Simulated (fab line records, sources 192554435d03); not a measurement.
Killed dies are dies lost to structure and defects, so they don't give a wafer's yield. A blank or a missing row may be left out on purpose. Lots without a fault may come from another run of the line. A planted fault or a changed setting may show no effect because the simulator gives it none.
Chamber matching | flow n5_finfet | N5_PMOS_HMC_CHANNEL_EPI_HM_DEP_34 on pecvd-04: 3 sister chambers
The step deposits SiO2 from TEOS/O2, target thk 36 nm, time 6.9 s. 6 wafers are shown with their chamber, then 8 later ones without.

WAFERS WITH THEIR CHAMBER
wafer  | chamber | throttle_valve_pct (%) | showerhead_plenum_p_Torr (Torr)
L214.5 | 1       | 18.5                   | 8.41
L216.2 | 2       | 17.5                   | 8.36
L217.3 | 0       | 19.0                   | 8.31
L217.4 | 1       | 18.2                   | 8.39
L217.6 | 2       | 17.4                   | 8.34
L218.1 | 0       | 19.0                   | 8.30

WAFERS WITHOUT THEIR CHAMBER
wafer  | throttle_valve_pct (%) | showerhead_plenum_p_Torr (Torr)
L218.4 | 18.9                   | 8.27
L218.5 | 18.7                   | 8.38
L219.1 | 18.9                   | 8.31
L219.4 | 18.3                   | 8.41
L219.6 | 17.5                   | 8.33
L220.3 | 19.0                   | 8.30
L220.5 | 19.0                   | 8.31
L220.6 | 17.6                   | 8.36

WHICH CHAMBER EACH WENT THROUGH
wafer  | from the rows above | in truth
L218.4 | 0                   | 0
L218.5 | 1                   | 1
L219.1 | 0                   | 0
L219.4 | 1                   | 1
L219.6 | 2                   | 2
L220.3 | 0                   | 0
L220.5 | 0                   | 0
L220.6 | 2                   | 2
Placed correctly: 8 of 8. Can't be placed from these rows: 0. Placed wrongly: 0.
How it was worked out, from the rows above alone: a wafer's distance from a chamber is the root of the sum, over the readings, of the square of ((its reading less the chamber's mean) divided by the reading's scatter). The wafer belongs to the nearest chamber; if the next one is less than 2 further off, it can't be placed. A chamber's mean is the mean of its shown wafers. The scatter: the root of (the sum of the squares of (reading less its chamber's mean) over the shown wafers, divided by (wafers less chambers)).
